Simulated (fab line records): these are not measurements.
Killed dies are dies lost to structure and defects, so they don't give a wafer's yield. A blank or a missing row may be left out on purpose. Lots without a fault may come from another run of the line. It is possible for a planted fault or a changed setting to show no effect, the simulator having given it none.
Chamber matching    flow n5Finfet    N5_BEOL_M11_STRIP_36 on rieDiel-04 has 4 sister chambers
The step strips in N2/H2. 16 wafers are shown with their chamber, then 8 later ones without.

WAFERS WITH THEIR CHAMBER
wafer   chamber  showerheadPlenumPTorr (Torr)  drypumpMotorCurrentA (A)  throttleValvePct (%)
L082.1  1        2.55                          6.2                       23.60
L082.2  0        2.33                          6.3                       23.78
L082.6  0        2.33                          6.4                       23.78
L083.4  3        2.48                          6.1                       23.40
L083.5  2        2.58                          5.5                       23.54
L083.6  1        2.55                          6.2                       23.62
L086.1  0        2.32                          6.3                       23.76
L086.4  2        2.58                          5.5                       23.54
L086.6  3        2.47                          6.0                       23.42
L084.2  1        2.55                          6.2                       23.64
L084.4  2        2.58                          5.5                       23.54
L084.6  2        2.58                          5.5                       23.52
L091.1  3        2.47                          6.0                       23.44
L091.3  1        2.55                          6.2                       23.64
L091.6  0        2.32                          6.4                       23.75
L090.1  1        2.55                          6.2                       23.62

SIGNATURES, as means of the wafers listed above
reading                chamber 0  chamber 1  chamber 2  chamber 3  scatter within a chamber
showerheadPlenumPTorr  2.3250     2.5500     2.5800     2.4733     0.00373
drypumpMotorCurrentA   6.350      6.200      5.500      6.033      0.0373
throttleValvePct       23.7675    23.6240    23.5350    23.4200    0.0155
Rule: for a wafer and a chamber, the distance is found by dividing, reading by reading, the gap between the wafer's reading and the chamber's mean by the reading's scatter, squaring, summing and taking the root. If the next closest chamber is less than 2 further off than the closest, the wafer can't be placed; otherwise it belongs to the closest. The scatter: the root of (the sum of the squares of (reading less its chamber's mean) over the shown wafers, divided by (wafers less chambers)).

WAFERS WITH NO CHAMBER GIVEN
wafer   showerheadPlenumPTorr (Torr)  drypumpMotorCurrentA (A)  throttleValvePct (%)
L090.2  2.47                          6.1                       23.46
L090.3  2.57                          5.5                       23.51
L093.1  2.32                          6.4                       23.76
L093.4  2.47                          6.1                       23.45
L093.6  2.57                          5.5                       23.54
L094.2  2.57                          5.5                       23.56
L094.3  2.47                          6.0                       23.44
L094.6  2.32                          6.4                       23.81

WHICH CHAMBER EACH ONE RAN IN
wafer   from the rows above  in truth
L090.2  3                    3
L090.3  2                    2
L093.1  0                    0
L093.4  3                    3
L093.6  2                    2
L094.2  2                    2
L094.3  3                    3
L094.6  0                    0
8 of 8 placed correctly. Not placeable from these rows: 0. Number placed wrongly: 0.
